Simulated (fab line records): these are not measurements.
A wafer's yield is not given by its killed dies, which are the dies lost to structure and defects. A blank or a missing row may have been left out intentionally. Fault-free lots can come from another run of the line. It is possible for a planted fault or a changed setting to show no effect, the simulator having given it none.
Matching of chambers :: flow n5 finfet :: N5_BEOL_M3_STRIP_66 on rie diel-04 has 4 sister chambers
The step strips in CF4. 18 wafers are shown with their chamber, then 9 later ones without.

== WAFERS, EACH WITH ITS CHAMBER ==
wafer: L074.1
chamber: 1
drypump motor current A (A): 5.9
showerhead plenum p Torr (Torr): 1.85
throttle valve pct (%): 13.61

wafer: L074.2
chamber: 3
drypump motor current A (A): 5.6
showerhead plenum p Torr (Torr): 1.87
throttle valve pct (%): 13.59

wafer: L074.3
chamber: 2
drypump motor current A (A): 5.7
showerhead plenum p Torr (Torr): 1.80
throttle valve pct (%): 13.68

wafer: L076.1
chamber: 1
drypump motor current A (A): 5.9
showerhead plenum p Torr (Torr): 1.85
throttle valve pct (%): 13.62

wafer: L076.2
chamber: 3
drypump motor current A (A): 5.6
showerhead plenum p Torr (Torr): 1.87
throttle valve pct (%): 13.62

wafer: L076.6
chamber: 3
drypump motor current A (A): 5.6
showerhead plenum p Torr (Torr): 1.87
throttle valve pct (%): 13.62

wafer: L078.3
chamber: 2
drypump motor current A (A): 5.6
showerhead plenum p Torr (Torr): 1.80
throttle valve pct (%): 13.69

wafer: L078.4
chamber: 0
drypump motor current A (A): 6.4
showerhead plenum p Torr (Torr): 1.79
throttle valve pct (%): 14.01

wafer: L078.5
chamber: 1
drypump motor current A (A): 5.9
showerhead plenum p Torr (Torr): 1.85
throttle valve pct (%): 13.64

wafer: L081.4
chamber: 0
drypump motor current A (A): 6.4
showerhead plenum p Torr (Torr): 1.79
throttle valve pct (%): 14.01

wafer: L081.5
chamber: 2
drypump motor current A (A): 5.7
showerhead plenum p Torr (Torr): 1.80
throttle valve pct (%): 13.70

wafer: L081.6
chamber: 3
drypump motor current A (A): 5.6
showerhead plenum p Torr (Torr): 1.87
throttle valve pct (%): 13.64

wafer: L086.3
chamber: 2
drypump motor current A (A): 5.7
showerhead plenum p Torr (Torr): 1.80
throttle valve pct (%): 13.71

wafer: L086.4
chamber: 0
drypump motor current A (A): 6.4
showerhead plenum p Torr (Torr): 1.79
throttle valve pct (%): 14.01

wafer: L086.5
chamber: 2
drypump motor current A (A): 5.7
showerhead plenum p Torr (Torr): 1.80
throttle valve pct (%): 13.70

wafer: L087.1
chamber: 0
drypump motor current A (A): 6.4
showerhead plenum p Torr (Torr): 1.78
throttle valve pct (%): 14.03

wafer: L087.2
chamber: 1
drypump motor current A (A): 5.9
showerhead plenum p Torr (Torr): 1.84
throttle valve pct (%): 13.67

wafer: L087.3
chamber: 3
drypump motor current A (A): 5.6
showerhead plenum p Torr (Torr): 1.87
throttle valve pct (%): 13.66

SIGNATURES (averages over the wafers above)
reading: drypump motor current A
chamber 0: 6.400
chamber 1: 5.900
chamber 2: 5.680
chamber 3: 5.600
scatter within a chamber: 0.0239

reading: showerhead plenum p Torr
chamber 0: 1.7875
chamber 1: 1.8475
chamber 2: 1.8000
chamber 3: 1.8700
scatter within a chamber: 0.00327

reading: throttle valve pct
chamber 0: 14.0150
chamber 1: 13.6350
chamber 2: 13.6960
chamber 3: 13.6260
scatter within a chamber: 0.0201
Rule: distance of a wafer from a chamber = root of the sum over the readings of ((wafer's reading minus chamber's mean) / reading's scatter) squared. If the next closest chamber is less than 2 further off than the closest, the wafer can't be placed; otherwise it belongs to the closest. The scatter: the root of (the sum of the squares of (reading less its chamber's mean) over the shown wafers, divided by (wafers less chambers)).

== WAFERS WITH NO CHAMBER GIVEN ==
wafer: L088.1
drypump motor current A (A): 6.4
showerhead plenum p Torr (Torr): 1.78
throttle valve pct (%): 14.04

wafer: L088.2
drypump motor current A (A): 5.9
showerhead plenum p Torr (Torr): 1.84
throttle valve pct (%): 13.65

wafer: L088.6
drypump motor current A (A): 5.7
showerhead plenum p Torr (Torr): 1.80
throttle valve pct (%): 13.71

wafer: L091.2
drypump motor current A (A): 5.6
showerhead plenum p Torr (Torr): 1.79
throttle valve pct (%): 13.74

wafer: L091.4
drypump motor current A (A): 6.0
showerhead plenum p Torr (Torr): 1.84
throttle valve pct (%): 13.66

wafer: L091.5
drypump motor current A (A): 6.4
showerhead plenum p Torr (Torr): 1.78
throttle valve pct (%): 14.05

wafer: L093.1
drypump motor current A (A): 6.4
showerhead plenum p Torr (Torr): 1.78
throttle valve pct (%): 14.05

wafer: L093.5
drypump motor current A (A): 5.6
showerhead plenum p Torr (Torr): 1.86
throttle valve pct (%): 13.68

wafer: L093.6
drypump motor current A (A): 6.4
showerhead plenum p Torr (Torr): 1.78
throttle valve pct (%): 14.06

== EACH ONE'S CHAMBER ==
wafer: L088.1
from the rows above: 0
in truth: 0

wafer: L088.2
from the rows above: 1
in truth: 1

wafer: L088.6
from the rows above: 2
in truth: 2

wafer: L091.2
from the rows above: 2
in truth: 2

wafer: L091.4
from the rows above: 1
in truth: 1

wafer: L091.5
from the rows above: 0
in truth: 0

wafer: L093.1
from the rows above: 0
in truth: 0

wafer: L093.5
from the rows above: 3
in truth: 3

wafer: L093.6
from the rows above: 0
in truth: 0
Correct placement for 9 of the 9. Left unplaced by these rows: 0. Wrongly placed: 0.
